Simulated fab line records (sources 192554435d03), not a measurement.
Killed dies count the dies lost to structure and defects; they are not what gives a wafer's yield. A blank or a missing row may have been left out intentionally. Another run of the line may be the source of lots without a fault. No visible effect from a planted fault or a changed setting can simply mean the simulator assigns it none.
Chamber matching :: flow n5 finfet :: 3 sister chambers for N5_BEOL_M10_ILD_DEP_00 on pecvd-01
The step deposits SiCOH lowk from DEMS/porogen, target thk 308.51 nm, time 58 s. 14 wafers are shown with their chamber, then 7 later ones without.

## EACH WAFER AND ITS CHAMBER
wafer: L076.1
chamber: 2
throttle valve pct (%): 12.3
heater power w (W): 432
showerhead plenum p Torr (Torr): 5.731

wafer: L076.2
chamber: 1
throttle valve pct (%): 13.6
heater power w (W): 360
showerhead plenum p Torr (Torr): 5.760

wafer: L076.6
chamber: 1
throttle valve pct (%): 13.6
heater power w (W): 357
showerhead plenum p Torr (Torr): 5.743

wafer: L080.1
chamber: 1
throttle valve pct (%): 13.6
heater power w (W): 319
showerhead plenum p Torr (Torr): 5.744

wafer: L080.2
chamber: 2
throttle valve pct (%): 12.5
heater power w (W): 362
showerhead plenum p Torr (Torr): 5.718

wafer: L080.6
chamber: 1
throttle valve pct (%): 13.2
heater power w (W): 331
showerhead plenum p Torr (Torr): 5.743

wafer: L079.3
chamber: 0
throttle valve pct (%): 14.1
heater power w (W): 258
showerhead plenum p Torr (Torr): 5.717

wafer: L079.4
chamber: 0
throttle valve pct (%): 14.1
heater power w (W): 274
showerhead plenum p Torr (Torr): 5.740

wafer: L079.6
chamber: 1
throttle valve pct (%): 13.6
heater power w (W): 365
showerhead plenum p Torr (Torr): 5.765

wafer: L084.1
chamber: 1
throttle valve pct (%): 13.5
heater power w (W): 327
showerhead plenum p Torr (Torr): 5.742

wafer: L084.3
chamber: 0
throttle valve pct (%): 14.0
heater power w (W): 269
showerhead plenum p Torr (Torr): 5.726

wafer: L084.6
chamber: 2
throttle valve pct (%): 12.6
heater power w (W): 420
showerhead plenum p Torr (Torr): 5.742

wafer: L091.1
chamber: 2
throttle valve pct (%): 12.5
heater power w (W): 396
showerhead plenum p Torr (Torr): 5.721

wafer: L091.3
chamber: 0
throttle valve pct (%): 13.9
heater power w (W): 283
showerhead plenum p Torr (Torr): 5.714

SIGNATURES (means of the wafers above)
reading: throttle valve pct
chamber 0: 14.025
chamber 1: 13.517
chamber 2: 12.475
scatter within a chamber: 0.136

reading: heater power w
chamber 0: 271.00
chamber 1: 343.17
chamber 2: 402.50
scatter within a chamber: 21.6

reading: showerhead plenum p Torr
chamber 0: 5.72425
chamber 1: 5.74950
chamber 2: 5.72800
scatter within a chamber: 0.0108
Rule: for each reading, subtract the chamber's mean from the wafer's reading, divide by that reading's scatter and square the result; add these up over the readings and take the root, which gives the wafer's distance from the chamber. If the next closest chamber is less than 2 further off than the closest, the wafer can't be placed; otherwise it belongs to the closest. How the scatter is found: for the shown wafers, subtract from each reading the mean of its chamber, square and add these, divide the total by (wafers less chambers), then take the root.

## WAFERS WITH NO CHAMBER GIVEN
wafer: L091.4
throttle valve pct (%): 12.5
heater power w (W): 401
showerhead plenum p Torr (Torr): 5.736

wafer: L093.1
throttle valve pct (%): 13.6
heater power w (W): 346
showerhead plenum p Torr (Torr): 5.761

wafer: L093.4
throttle valve pct (%): 13.4
heater power w (W): 339
showerhead plenum p Torr (Torr): 5.755

wafer: L093.5
throttle valve pct (%): 12.5
heater power w (W): 404
showerhead plenum p Torr (Torr): 5.729

wafer: L095.1
throttle valve pct (%): 12.6
heater power w (W): 438
showerhead plenum p Torr (Torr): 5.728

wafer: L095.3
throttle valve pct (%): 13.9
heater power w (W): 297
showerhead plenum p Torr (Torr): 5.712

wafer: L095.4
throttle valve pct (%): 13.5
heater power w (W): 360
showerhead plenum p Torr (Torr): 5.759

## WHICH CHAMBER EACH WENT THROUGH
wafer: L091.4
from the rows above: 2
in truth: 2

wafer: L093.1
from the rows above: 1
in truth: 1

wafer: L093.4
from the rows above: 1
in truth: 1

wafer: L093.5
from the rows above: 2
in truth: 2

wafer: L095.1
from the rows above: 2
in truth: 2

wafer: L095.3
from the rows above: 0
in truth: 0

wafer: L095.4
from the rows above: 1
in truth: 1
Placed correctly: 7 of 7. Not placeable from these rows: 0. 0 placed wrongly.
